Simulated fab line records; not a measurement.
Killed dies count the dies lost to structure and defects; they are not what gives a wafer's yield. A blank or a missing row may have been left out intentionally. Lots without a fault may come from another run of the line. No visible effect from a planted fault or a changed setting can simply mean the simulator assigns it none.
What tool caused it?	flow nand harc	Sampling: 24 lots, 72 wafers, 3 of 1302 route steps

## WHAT EACH GAUGE READ, for each wafer
NHARC_A_CONTACT_CD_MEAS_53. Usual: cd nm 289.5 nm, standard deviation 0.86.
lot	measured	on	cd nm (nm)	flag
L076	day 22 05:55	cd sem-01	289.3 288.8 288.8	
L074	day 22 07:53	cd sem-02	289.7 289.7 289.3	
L075	day 22 15:10	cd sem-01	289.7 289.1 290.2	
L078	day 23 06:43	cd sem-03	287.8 287.5 288.7	
L077	day 23 06:01	cd sem-01	289.3 289.2 288.2	
L079	day 23 10:39	cd sem-01	288.4 289.2 289.9	
L082	day 24 01:21	cd sem-01	289.4 289.9 288.4	
L080	day 24 02:34	cd sem-03	289.2 289.0 288.4	
L081	day 24 04:01	cd sem-02	288.2 289.3 289.8	
L083	day 25 17:10	cd sem-03	290.7 291.2 290.7	
L084	day 26 04:53	cd sem-03	290.8 291.5 291.0	
L086	day 26 16:00	cd sem-01	288.6 289.5 288.6	
L085	day 26 16:43	cd sem-02	289.9 288.7 290.3	
L087	day 27 12:52	cd sem-03	288.7 289.3 289.6	
L089	day 27 22:23	cd sem-01	289.8 288.6 288.9	
L088	day 28 05:50	cd sem-02	288.7 289.6 290.3	
L090	day 29 11:05	cd sem-02	289.6 288.3 289.1	
L091	day 29 17:13	cd sem-02	290.0 290.5 290.6	
L092	day 29 19:31	cd sem-01	290.5 290.6 289.5	
L093	day 29 23:32	cd sem-01	289.3 289.1 289.6	
L094	day 30 01:02	cd sem-01	289.6 289.1 288.7	
L095	day 30 10:47	cd sem-01	289.4 288.5 289.3	
L096	day 30 11:38	cd sem-03	290.6 291.5 291.0	
L097	day 31 01:55	cd sem-01	289.5 289.3 290.0	

## WHICH TOOL RAN EACH LOT (tool, then ch and the chambers of the sampled wafers, then the start)
lot	NHARC_A_SLIT_ETCH_15	NHARC_A_WL_FILL_ETCHBACK_16
L076	rie diel-07 ch 2,3, day 22 05:55 or earlier	rie diel-13 ch 1,2, day 22 05:55 or earlier
L074	rie diel-01 ch 0,1,3, day 22 07:53 or earlier	rie diel-10 ch 0,2, day 22 07:53 or earlier
L075	rie diel-07 ch 2,3, day 22 15:10 or earlier	rie diel-13 ch 0,1,3, day 22 15:10 or earlier
L078	rie diel-07 ch 0,1,2, day 23 06:43 or earlier	rie diel-10 ch 0,1,3, day 23 06:43 or earlier
L077	rie diel-11 ch 0,1,3, day 23 06:01 or earlier	rie diel-12 ch 0,1,3, day 23 06:01 or earlier
L079	rie diel-11 ch 0,1,2, day 23 10:39 or earlier	rie diel-10 ch 0,1,3, day 23 10:39 or earlier
L082	rie diel-11 ch 1,2, day 24 01:21 or earlier	rie diel-13 ch 0,3, day 24 01:21 or earlier
L080	rie diel-01 ch 1,2,3, day 24 02:34 or earlier	rie diel-12 ch 0,1,3, day 24 02:34 or earlier
L081	rie diel-01 ch 0,1,3, day 24 04:01 or earlier	rie diel-10 ch 1,3, day 24 04:01 or earlier
L083	rie diel-01 ch 0,1,2, day 25 17:10 or earlier	rie diel-10 ch 2,3, day 25 17:10 or earlier
L084	rie diel-11 ch 1,2, day 26 04:53 or earlier	rie diel-13 ch 0,3, day 26 04:53 or earlier
L086	rie diel-07 ch 1,2,3, day 26 16:00 or earlier	rie diel-12 ch 0,2,3, day 26 16:00 or earlier
L085	rie diel-11 ch 0,2,3, day 26 16:43 or earlier	rie diel-13 ch 1,2,3, day 26 16:43 or earlier
L087	rie diel-07 ch 0,1,2, day 27 12:52 or earlier	rie diel-10 ch 0,1,3, day 27 12:52 or earlier
L089	rie diel-07 ch 0,2, day 27 22:23 or earlier	rie diel-10 ch 0,1, day 27 22:23 or earlier
L088	rie diel-11 ch 1,3, day 28 05:50 or earlier	rie diel-10 ch 0,1,2, day 28 05:50 or earlier
L090	rie diel-01 ch 2,3, day 29 11:05 or earlier	rie diel-12 ch 1,2,3, day 29 11:05 or earlier
L091	rie diel-07 ch 1,2,3, day 29 17:13 or earlier	rie diel-13 ch 0,1,2, day 29 17:13 or earlier
L092	rie diel-01 ch 1,2,3, day 29 19:31 or earlier	rie diel-10 ch 0,2,3, day 29 19:31 or earlier
L093	rie diel-11 ch 0,2,3, day 29 23:32 or earlier	rie diel-10 ch 0,1,3, day 29 23:32 or earlier
L094	rie diel-01 ch 1,2,3, day 30 01:02 or earlier	rie diel-13 ch 0,1,2, day 30 01:02 or earlier
L095	rie diel-01 ch 1,2, day 30 10:47 or earlier	rie diel-10 ch 0,1, day 30 10:47 or earlier
L096	rie diel-11 ch 0,1,3, day 30 11:38 or earlier	rie diel-12 ch 0,1,3, day 30 11:38 or earlier
L097	rie diel-07 ch 0,3, day 31 01:55 or earlier	rie diel-10 ch 1,3, day 31 01:55 or earlier
- NHARC_A_SLIT_ETCH_15: etches the open film in O2/COS, target depth 6200 nm, time 1612 s.
- NHARC_A_WL_FILL_ETCHBACK_16: etches the open film in C4F8/O2/Ar, target depth 120 nm, time 24 s.

## WHAT THE TOOLS THEMSELVES READ (means of the sampled wafers that have a number; where no wafer has one, the mark that the record gives instead)
NHARC_A_SLIT_ETCH_15. Usual: cos flow sccm 20.00 sccm, standard deviation 0.056; drypump motor current A 5.8 A, standard deviation 0.47; oes product au 1.001 a.u., standard deviation 0.013; rf vpp V 313.6 V, standard deviation 1.8; showerhead plenum p Torr 3.08 Torr, standard deviation 0.12; throttle valve pct 28.330 %, standard deviation 0.0088.
lot	tool	cos flow sccm (sccm)	drypump motor current A (A)	oes product au (a.u.)	rf vpp V (V)	showerhead plenum p Torr (Torr)	throttle valve pct (%)	flag
L076	rie diel-07	20.00	5.6	1.004	315.7	3.19	28.331	
L074	rie diel-01	19.95	5.8	1.005	315.0	3.15	28.338	
L075	rie diel-07	20.00	5.6	0.993	314.8	3.19	28.331	
L078	rie diel-07	20.03	5.5	0.991	313.0	3.07	28.332	
L077	rie diel-11	19.98	5.9	1.001	314.7	3.09	28.324	
L079	rie diel-11	19.98	6.0	1.005	313.7	3.07	28.326	
L082	rie diel-11	19.97	6.0	1.003	311.7	3.00	28.325	
L080	rie diel-01	20.02	5.6	1.008	313.9	3.09	28.334	
L081	rie diel-01	19.96	5.7	1.006	314.9	3.15	28.330	
L083	rie diel-01	20.00	5.8	1.010	313.3	3.06	28.325	
L084	rie diel-11	20.00	6.1	0.998	312.4	3.00	28.338	
L086	rie diel-07	19.97	6.0	0.992	314.0	3.09	28.316	
L085	rie diel-11	20.04	5.8	0.999	313.7	3.09	28.325	
L087	rie diel-07	20.01	5.5	0.984	312.8	3.07	28.327	
L089	rie diel-07	19.95	5.1	0.994	314.5	3.17	28.331	
L088	rie diel-11	19.98	6.0	1.005	312.2	3.01	28.326	
L090	rie diel-01	20.01	5.2	0.994	315.7	3.18	28.332	
L091	rie diel-07	20.03	6.0	0.989	314.5	3.09	28.335	
L092	rie diel-01	20.04	5.6	1.000	313.2	3.09	28.328	
L093	rie diel-11	20.02	5.8	1.009	313.8	3.09	28.327	
L094	rie diel-01	20.02	5.6	1.003	314.0	3.09	28.330	
L095	rie diel-01	19.97	5.6	1.008	312.4	3.00	28.341	
L096	rie diel-11	20.01	5.9	1.004	313.1	3.08	28.324	
L097	rie diel-07	20.06	6.1	1.003	311.2	2.98	28.338	

NHARC_A_WL_FILL_ETCHBACK_16. Usual: oes product au 0.98 a.u., standard deviation 0.03; rf vpp V 724 V, standard deviation 5.
lot	tool	oes product au (a.u.)	rf vpp V (V)	flag
L076	rie diel-13	1.00	720	
L074	rie diel-10	0.98	726	
L075	rie diel-13	0.93	718	
L078	rie diel-10	0.99	727	
L077	rie diel-12	0.99	725	
L079	rie diel-10	0.99	727	
L082	rie diel-13	0.99	719	
L080	rie diel-12	0.98	725	
L081	rie diel-10	0.99	727	
L083	rie diel-10	0.91	725	
L084	rie diel-13	0.94	718	
L086	rie diel-12	0.99	730	
L085	rie diel-13	1.00	718	
L087	rie diel-10	1.00	727	
L089	rie diel-10	1.00	727	
L088	rie diel-10	0.92	724	
L090	rie diel-12	0.97	727	
L091	rie diel-13	0.99	720	
L092	rie diel-10	0.99	727	
L093	rie diel-10	0.99	727	
L094	rie diel-13	0.92	719	
L095	rie diel-10	0.99	726	
L096	rie diel-12	0.98	725	
L097	rie diel-10	0.99	723	

## THE ANSWER, worked out from the rows above alone
Rule: take the mean of a lot's wafers that have a number; if it is more than 3 standard deviations from the usual mean, the lot is off. A lot without any number at a reading at which 4 lots or more have one is off too. Where the step has rows for the other lots, those lots are counted as sound. The gauges are gone through in route order, then the tools' own readings, and for those a lot's mean is taken as printed above. At the first step where some lot is off, the reading lying furthest off is the one used; lots without a number count as furthest.
None of the lots is off at any reading shown; this tells nothing.

## WHAT THE SIMULATOR HAD INSERTED
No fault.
